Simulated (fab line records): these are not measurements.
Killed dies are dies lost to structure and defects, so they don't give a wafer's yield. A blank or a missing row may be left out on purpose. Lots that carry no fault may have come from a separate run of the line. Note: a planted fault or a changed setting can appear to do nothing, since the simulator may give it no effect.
A lot that was struck, set against a sound lot | flow n5-finfet | 19 out of 1938 route steps
Sound: these wafers, L911.1, L911.5, L911.6. Wafers L905.1, L905.4, L905.5 were the ones struck. The cause is named last.
For every step that has rows: the tool of each side, followed by ch and its chambers, followed by its first start. Under that, the readings that differ: sound wafers | struck wafers | difference of the means | sigmas: that difference in standard deviations of wafers without a fault.
alike: readings whose means differ by less than 2 such deviations, and words and numbers that are the same on both sides. not compared: withheld readings, readings that some wafer has no value for, bounds like >300 that may hide the same value, and numbers for which the record gives no deviation and whose values overlap.
The two part at a step that has a row with sigmas, a row that says differs or no value, or rows on one side only. Non-overlapping numbers with no deviation appear without sigmas and do not part them. Lack of a reading on every wafer of one side parts them only where that side has two or more wafers.

first, 7 steps without rows for these wafers: N5_BEOL_M14_COAT_04 (resist thk 800 nm); N5_BEOL_M14_EBR_06; N5_BEOL_M14_SOFTBAKE_05 (time 60 s); N5_BEOL_M14_EXPOSE_07 (exposes mask V13); N5_BEOL_M14_PEB_08 (peb time 90 s); N5_BEOL_M14_DEVELOP_09 (develop time 45 s); N5_BEOL_M14_HARDBAKE_14 (time 120 s).
N5_BEOL_M14_CD_MEAS_10: target cd 250 nm.
  sound on cd-sem-03 ch 0, day 16 19:08; struck on cd-sem-02 ch 0, day 15 08:14
  alike: cd-nm
N5_BEOL_M14_OVL_MEAS_11:
  sound on overlay-02 ch 0, day 16 19:10; struck on overlay-02 ch 0, day 15 08:16
  alike: V13_OVL
N5_BEOL_M14_INSPECT_12: inspects for defects (macro).
  sound: defect-inspect-02 at day 16 19:11; struck: defect-inspect-02 at day 15 08:17
  alike: raw-defect-count
N5_BEOL_M14_DESCUM_15: chemistry O2, time 7.9 s.
  sound on rie-diel-01 ch 0,1,2, day 16 19:14; struck on rie-diel-06 ch 1,2, day 15 08:19
  alike: drypump-motor-current-A, o2-flow-sccm, oes-product-au, rf-vpp-V, showerhead-plenum-p-Torr, throttle-valve-pct
  not compared: rf-hours-counter-h
N5_BEOL_M14_ETCH_59: etches BARC in N2/H2, target depth 89 nm, overetch 26.7 nm, time 67.9 s.
  sound on rie-diel-01 ch 0,1,2, day 16 19:16; struck on rie-diel-06 ch 1,2, day 15 08:22
  alike: bias-w, chamber-pressure-mTorr, drypump-motor-current-A, oes-product-au, rf-vpp-V, showerhead-plenum-p-Torr, throttle-valve-pct
  not compared: rf-hours-counter-h
N5_BEOL_M14_VIA_ETCH_16: etches SiO2 in C4F8/O2/Ar, target depth 1231.3 nm.
  sound on rie-diel-01 ch 0,1,2, day 16 19:19; struck on rie-diel-06 ch 1,2, day 15 08:25
  no value came back on the struck wafers for any of 9 readings (C4F8_flow_sccm (sccm), O2_flow_sccm (sccm) and others); on the sound wafers C4F8_flow_sccm (sccm) reads 16.02 15.96 16.05
  reading                                    | sound             | struck            | difference | sigmas
  model.coat_of_BEOL_M14_COAT_04.thk-nm (nm) | 460.8 454.4 453.4 | 715.8 717.6 716.8 | +260.5     |
N5_BEOL_M14_STRIP_63: strips in O2.
  sound: rie-diel-01 ch 0,1,2; struck: rie-diel-06 ch 1,2
  alike: drypump-motor-current-A, o2-flow-sccm, oes-product-au, rf-vpp-V, showerhead-plenum-p-Torr, throttle-valve-pct
  not compared: rf-hours-counter-h
N5_BEOL_M14_STRIP_64: strips in O2.
  sound: rie-diel-01 ch 0,1,2; struck: rie-diel-06 ch 1,2
  alike: drypump-motor-current-A, o2-flow-sccm, oes-product-au, rf-vpp-V, showerhead-plenum-p-Torr, throttle-valve-pct
  not compared: rf-hours-counter-h
then, 2 steps without rows for these wafers: N5_BEOL_M14_STRIP_71 (strips in post etch residue remover, time 60 s); N5_BEOL_M14_SRD_72 (time 30 s, dry time 30 s).
N5_BEOL_M14_CD_MEAS_17: target cd 250 nm.
  sound: cd-sem-01 at day 16 19:40; struck: cd-sem-02 at day 15 08:46
  reading    | sound             | struck | difference                    | sigmas
  cd-nm (nm) | 250.0 248.5 252.1 | - - -  | no value on the struck wafers |
then, 1 step without rows for these wafers: N5_BEOL_M14_COAT_65 (time 60 s, resist thk 450 nm).

## WHERE THEY PART
First at N5_BEOL_M14_VIA_ETCH_16; last, within this record, at N5_BEOL_M14_CD_MEAS_17.

WHY: the cause the simulator had injected
Entire step skipped (rie-diel-06, N5_BEOL_M14_VIA_ETCH_16), from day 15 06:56 onward. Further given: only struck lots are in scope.
